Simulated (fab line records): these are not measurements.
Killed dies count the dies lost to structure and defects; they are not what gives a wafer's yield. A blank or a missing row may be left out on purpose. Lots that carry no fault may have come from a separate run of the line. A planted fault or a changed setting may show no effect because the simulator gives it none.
The tool behind it: which one? :: flow n5-finfet :: Sampling: 10 lots, 30 wafers, 3 of 1938 route steps

WHAT THE GAUGES SHOWED, per wafer
N5_PASSIVATION_CD_MEAS_30 targets a cd of 4000 nm. Usual: cd-nm 4000.5 nm, standard deviation 1.8.
lot: L741
measured: day 13 16:58
on: cd-sem-03
cd-nm (nm): 3999.6 3999.8 3999.9
flag: 

lot: L745
measured: day 14 04:22
on: cd-sem-01
cd-nm (nm): 3998.1 3997.5 3997.8
flag: 

lot: L747
measured: day 14 18:20
on: cd-sem-02
cd-nm (nm): 3999.5 3999.1 3998.5
flag: 

lot: L754
measured: day 17 00:35
on: cd-sem-03
cd-nm (nm): 3999.9 3998.1 4000.3
flag: 

lot: L752
measured: day 17 00:03
on: cd-sem-02
cd-nm (nm): 4001.4 3999.2 3999.3
flag: 

lot: L756
measured: day 17 00:48
on: cd-sem-01
cd-nm (nm): 4001.8 3999.3 3999.0
flag: 

lot: L757
measured: day 17 07:54
on: cd-sem-01
cd-nm (nm): 3998.5 3998.9 3999.3
flag: 

lot: L755
measured: day 17 13:14
on: cd-sem-02
cd-nm (nm): 4000.5 3999.3 3999.2
flag: 

lot: L759
measured: day 17 16:06
on: cd-sem-01
cd-nm (nm): 4001.7 4001.2 4000.1
flag: 

lot: L760
measured: day 18 13:15
on: cd-sem-03
cd-nm (nm): 4003.2 4002.4 4001.7
flag: 

EACH LOT AND THE TOOL THAT RAN IT (in order: tool; ch and the chambers of the sampled wafers; start)
lot: L741
N5_PASSIVATION_PECVD_01: pecvd-04 ch 1,2, day 13 10:09
N5_PASSIVATION_PASS_ETCH_74: rie-diel-03 ch 0,1,3, day 13 15:31

lot: L745
N5_PASSIVATION_PECVD_01: pecvd-03 ch 1,2, day 14 00:59
N5_PASSIVATION_PASS_ETCH_74: rie-diel-03 ch 0,3, day 14 02:51

lot: L747
N5_PASSIVATION_PECVD_01: pecvd-03 ch 0,2, day 14 14:42
N5_PASSIVATION_PASS_ETCH_74: rie-diel-01 ch 0,3, day 14 15:25

lot: L754
N5_PASSIVATION_PECVD_01: pecvd-04 ch 0,2, day 16 17:27
N5_PASSIVATION_PASS_ETCH_74: rie-diel-01 ch 0,3, day 16 22:47

lot: L752
N5_PASSIVATION_PECVD_01: pecvd-03 ch 0,1,2, day 16 18:20
N5_PASSIVATION_PASS_ETCH_74: rie-diel-02 ch 1,2,3, day 16 22:34

lot: L756
N5_PASSIVATION_PECVD_01: pecvd-03 ch 0,1,2, day 16 19:25
N5_PASSIVATION_PASS_ETCH_74: rie-diel-02 ch 0,1,3, day 16 23:09

lot: L757
N5_PASSIVATION_PECVD_01: pecvd-03 ch 0,1,2, day 17 05:32
N5_PASSIVATION_PASS_ETCH_74: rie-diel-03 ch 1,2,3, day 17 06:20

lot: L755
N5_PASSIVATION_PECVD_01: pecvd-02 ch 0,1, day 17 10:51
N5_PASSIVATION_PASS_ETCH_74: rie-diel-01 ch 0,1,2, day 17 11:28

lot: L759
N5_PASSIVATION_PECVD_01: pecvd-03 ch 0,1,2, day 17 14:00
N5_PASSIVATION_PASS_ETCH_74: rie-diel-01 ch 0,1,2, day 17 14:47

lot: L760
N5_PASSIVATION_PECVD_01: pecvd-02 ch 0,2, day 18 11:05
N5_PASSIVATION_PASS_ETCH_74: rie-diel-02 ch 1,2,3, day 18 12:05
- N5_PASSIVATION_PECVD_01: deposits SiNx from SiH4/NH3/N2, target thk 200 nm, time 43.2 s.
- N5_PASSIVATION_PASS_ETCH_74: etches SiNx in CF4/O2, target depth 220 nm, time 110 s.

WHAT THE TOOLS THEMSELVES READ (means of the sampled wafers that have a number; where no wafer has one, the mark that the record gives instead)
N5_PASSIVATION_PECVD_01. Usual: chamber-pressure-Torr 4.902 Torr, standard deviation 0.012; heater-power-outer-w 166 W, standard deviation 50; heater-power-w 378 W, standard deviation 72; showerhead-plenum-p-Torr 8.65 Torr, standard deviation 0.05; susceptor-temp-C 400.05 C, standard deviation 0.21; throttle-valve-pct 29.2 %, standard deviation 1.7.
lot: L741
tool: pecvd-04
chamber-pressure-Torr (Torr): 4.895
heater-power-outer-w (W): 195
heater-power-w (W): 410
showerhead-plenum-p-Torr (Torr): 8.70
susceptor-temp-C (C): 399.99
throttle-valve-pct (%): 29.1
flag: 

lot: L745
tool: pecvd-03
chamber-pressure-Torr (Torr): 4.900
heater-power-outer-w (W): 145
heater-power-w (W): 362
showerhead-plenum-p-Torr (Torr): 8.65
susceptor-temp-C (C): 400.05
throttle-valve-pct (%): 28.3
flag: 

lot: L747
tool: pecvd-03
chamber-pressure-Torr (Torr): 4.900
heater-power-outer-w (W): 167
heater-power-w (W): 416
showerhead-plenum-p-Torr (Torr): 8.64
susceptor-temp-C (C): 400.08
throttle-valve-pct (%): 28.1
flag: 

lot: L754
tool: pecvd-04
chamber-pressure-Torr (Torr): 4.889
heater-power-outer-w (W): 151
heater-power-w (W): 349
showerhead-plenum-p-Torr (Torr): 8.73
susceptor-temp-C (C): 399.97
throttle-valve-pct (%): 29.2
flag: 

lot: L752
tool: pecvd-03
chamber-pressure-Torr (Torr): 4.913
heater-power-outer-w (W): 154
heater-power-w (W): 379
showerhead-plenum-p-Torr (Torr): 8.62
susceptor-temp-C (C): 399.80
throttle-valve-pct (%): 28.9
flag: 

lot: L756
tool: pecvd-03
chamber-pressure-Torr (Torr): 4.912
heater-power-outer-w (W): 148
heater-power-w (W): 386
showerhead-plenum-p-Torr (Torr): 8.63
susceptor-temp-C (C): 400.15
throttle-valve-pct (%): 28.9
flag: 

lot: L757
tool: pecvd-03
chamber-pressure-Torr (Torr): 4.917
heater-power-outer-w (W): 152
heater-power-w (W): 376
showerhead-plenum-p-Torr (Torr): 8.63
susceptor-temp-C (C): 400.31
throttle-valve-pct (%): 28.9
flag: 

lot: L755
tool: pecvd-02
chamber-pressure-Torr (Torr): 4.919
heater-power-outer-w (W): 204
heater-power-w (W): 417
showerhead-plenum-p-Torr (Torr): 8.65
susceptor-temp-C (C): 400.24
throttle-valve-pct (%): 29.2
flag: 

lot: L759
tool: pecvd-03
chamber-pressure-Torr (Torr): 4.897
heater-power-outer-w (W): 163
heater-power-w (W): 392
showerhead-plenum-p-Torr (Torr): 8.63
susceptor-temp-C (C): 399.81
throttle-valve-pct (%): 28.9
flag: 

lot: L760
tool: pecvd-02
chamber-pressure-Torr (Torr): 4.909
heater-power-outer-w (W): 182
heater-power-w (W): 383
showerhead-plenum-p-Torr (Torr): 8.66
susceptor-temp-C (C): 400.16
throttle-valve-pct (%): 28.7
flag: 

N5_PASSIVATION_PASS_ETCH_74. Usual: drypump-motor-current-A 5.9 A, standard deviation 0.33; oes-product-au 0.79 a.u., standard deviation 0.068; rf-vpp-V 241 V, standard deviation 3.1; showerhead-plenum-p-Torr 2.19 Torr, standard deviation 0.087; throttle-valve-pct 16.04 %, standard deviation 0.21.
lot: L741
tool: rie-diel-03
drypump-motor-current-A (A): 5.9
oes-product-au (a.u.): 0.77
rf-vpp-V (V): 242
showerhead-plenum-p-Torr (Torr): 2.19
throttle-valve-pct (%): 15.92
flag: 

lot: L745
tool: rie-diel-03
drypump-motor-current-A (A): 5.7
oes-product-au (a.u.): 0.79
rf-vpp-V (V): 245
showerhead-plenum-p-Torr (Torr): 2.29
throttle-valve-pct (%): 15.78
flag: 

lot: L747
tool: rie-diel-01
drypump-motor-current-A (A): 6.0
oes-product-au (a.u.): 0.71
rf-vpp-V (V): 238
showerhead-plenum-p-Torr (Torr): 2.19
throttle-valve-pct (%): 16.18
flag: 

lot: L754
tool: rie-diel-01
drypump-motor-current-A (A): 5.9
oes-product-au (a.u.): 0.72
rf-vpp-V (V): 237
showerhead-plenum-p-Torr (Torr): 2.19
throttle-valve-pct (%): 16.20
flag: 

lot: L752
tool: rie-diel-02
drypump-motor-current-A (A): 6.0
oes-product-au (a.u.): 0.80
rf-vpp-V (V): 241
showerhead-plenum-p-Torr (Torr): 2.19
throttle-valve-pct (%): 16.03
flag: 

lot: L756
tool: rie-diel-02
drypump-motor-current-A (A): 5.9
oes-product-au (a.u.): 0.80
rf-vpp-V (V): 240
showerhead-plenum-p-Torr (Torr): 2.16
throttle-valve-pct (%): 16.00
flag: 

lot: L757
tool: rie-diel-03
drypump-motor-current-A (A): 5.9
oes-product-au (a.u.): 0.81
rf-vpp-V (V): 242
showerhead-plenum-p-Torr (Torr): 2.17
throttle-valve-pct (%): 15.88
flag: 

lot: L755
tool: rie-diel-01
drypump-motor-current-A (A): 5.9
oes-product-au (a.u.): 0.78
rf-vpp-V (V): 239
showerhead-plenum-p-Torr (Torr): 2.19
throttle-valve-pct (%): 16.19
flag: 

lot: L759
tool: rie-diel-01
drypump-motor-current-A (A): 5.9
oes-product-au (a.u.): 0.78
rf-vpp-V (V): 240
showerhead-plenum-p-Torr (Torr): 2.19
throttle-valve-pct (%): 16.20
flag: 

lot: L760
tool: rie-diel-02
drypump-motor-current-A (A): 6.0
oes-product-au (a.u.): 0.79
rf-vpp-V (V): 241
showerhead-plenum-p-Torr (Torr): 2.19
throttle-valve-pct (%): 16.04
flag: 

THE ANSWER, worked out from the rows above alone
Rule: lot off if the mean of its wafers having a number is beyond 3 standard deviations from the usual mean. A lot without any number at a reading at which 4 lots or more have one is off too. Any other lot the step has rows for is counted as sound. After the gauges, taken in route order, come the tools' own readings; for these a lot's mean is taken, as printed above. At the first step where some lot is off, the reading lying furthest off is the one used; lots without a number count as furthest.
No lot is off at any reading shown: from this, nothing can be told.

WHAT THE SIMULATOR HAD INSERTED
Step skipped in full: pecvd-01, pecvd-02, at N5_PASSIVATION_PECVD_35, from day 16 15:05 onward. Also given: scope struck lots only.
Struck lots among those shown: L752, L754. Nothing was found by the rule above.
